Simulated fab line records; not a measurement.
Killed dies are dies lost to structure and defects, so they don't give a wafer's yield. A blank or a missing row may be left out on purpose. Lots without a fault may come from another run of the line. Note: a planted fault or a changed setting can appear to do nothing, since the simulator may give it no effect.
A lot that was struck, set against a sound lot || flow n5_finfet || 18 steps out of a route of 1938
Sound: the wafers L400.1, L400.4, L400.5. Wafers struck: L405.1, L405.2, L405.4. At the end, the cause is stated.
Each step with rows lists, per side, the tool, then ch with its chambers, then its first start. Under that, the readings that differ: sound wafers || struck wafers || difference of the means || sigmas: that difference in standard deviations of wafers without a fault.
alike: readings with means less than 2 such deviations apart, plus words and numbers identical on both sides. not compared: withheld readings, readings lacking a value on some wafer, bounds such as >300 that could conceal the same value, and numbers that have no deviation in the record and whose values overlap.
The two part at a step that has a row with sigmas, a row that says differs or no value, or rows on one side only. When numbers do not overlap yet have no deviation, they are printed without sigmas and do not part them. A reading missing from all wafers of one side parts the sides only when that side holds two or more wafers.

N5_FIN_SAQP_THK_MEAS_05:
  struck on film_metro-01, day 3 21:06; sound on film_metro-01, day 2 14:53
  alike: thk_nm
N5_FIN_SAQP_PECVD_47: deposits a-Si from SiH4/He, target thk 45 nm, time 36.3 s.
  sound on pecvd-03 ch 0,1, day 2 14:56; struck on pecvd-02 ch 0,1,2, day 3 21:08
  alike: heater_power_w, showerhead_plenum_p_Torr, susceptor_temp_C, throttle_valve_pct
N5_FIN_SAQP_PECVD_48: deposits SiNx from SiH4/NH3/N2, target thk 25 nm, time 22.1 s.
  sound on pecvd-03 ch 0,1, day 2 14:58; struck on pecvd-02 ch 0,1,2, day 3 21:11
{"reading": "susceptor_temp_C (C)", "sound": "399.48 399.77 399.95", "struck": "400.34 400.35 400.31", "difference": "+0.60", "sigmas": "+3"}
  alike: heater_power_w, showerhead_plenum_p_Torr, throttle_valve_pct
N5_FIN_SAQP_PECVD_06: deposits a-Si from SiH4/He, target thk 60 nm, time 48.1 s.
  sound on pecvd-03 ch 0,1, day 2 15:01; struck on pecvd-02 ch 0,1,2, day 3 21:13
  alike: heater_power_w, showerhead_plenum_p_Torr, susceptor_temp_C, throttle_valve_pct
N5_FIN_SAQP_THK_MEAS_07:
  struck on film_metro-01, day 3 21:19; sound on film_metro-02, day 2 15:06
  alike: thk_nm
N5_FIN_SAQP_HM_DEP_72: deposits SiO2 from SiH4/N2O, target thk 12 nm, time 7.2 s.
  sound on pecvd-02 ch 0,1, day 2 15:08; struck on pecvd-01 ch 0,1, day 3 21:21
  alike: heater_power_w, showerhead_plenum_p_Torr, susceptor_temp_C
then, 6 steps without rows for these wafers: N5_FIN_SAQP_COAT_49 (time 60 s, resist thk 100 nm); N5_FIN_SAQP_COAT_50 (time 60 s, resist thk 35 nm); N5_FIN_SAQP_COAT_10 (resist thk 90 nm); N5_FIN_SAQP_EBR_12; N5_FIN_SAQP_SOFTBAKE_11 (time 60 s); N5_FIN_SAQP_EXPOSE_13 (exposes mask FIN CORE, target cd 35.6 nm).
N5_FIN_SAQP_PEB_14: peb time 60 s.
  sound on litho_track-03 ch 0, day 2 15:25; struck on litho_track-04 ch 0, day 3 21:44
then, 1 step without rows for these wafers: N5_FIN_SAQP_DEVELOP_15 (develop time 30 s).
N5_FIN_SAQP_CD_MEAS_16 targets a cd of 35.6 nm.
  sound on cd_sem-02 ch 0, day 2 15:29; struck on cd_sem-01 ch 0, day 3 21:47
{"reading": "cd_nm (nm)", "sound": "35.7 35.8 35.9", "struck": "37.3 37.3 37.1", "difference": "+1.4", "sigmas": "+4"}
N5_FIN_SAQP_OVL_MEAS_17:
  sound on overlay-02 ch 0, day 2 15:31; struck on overlay-01 ch 0, day 3 21:50
{"reading": "FIN_CORE_OVL (nm)", "sound": "1.0 1.1 0.8", "struck": "-0.6 -1.5 -0.6", "difference": -1.9, "sigmas": -2}
-- record jumps: 6 days separate the struck wafers' starts on either side; left off in module FIN_SAQP, taken up again in module BEOL_M4, whose first shown step is the route's number 1111 --
N5_BEOL_M4_RC_MEAS_101:
  sound on prober-01 ch 0, day 8 21:04; struck on prober-02 ch 0, day 9 23:50
  alike: DIBL_N, DIBL_P, IOFF_N, IOFF_P, ION_N, ION_P, SS_N, SS_P, VT_N, VT_P
following that, these wafers have no rows for 1 step: N5_PASSIVATION_PROBE_49.

## WHERE THEY PART
Earliest at N5_FIN_SAQP_PECVD_48; latest, in this record, at N5_FIN_SAQP_OVL_MEAS_17. Later steps at which nothing parts them and some readings are alike: N5_BEOL_M4_RC_MEAS_101.

WHY: what the simulator had put in
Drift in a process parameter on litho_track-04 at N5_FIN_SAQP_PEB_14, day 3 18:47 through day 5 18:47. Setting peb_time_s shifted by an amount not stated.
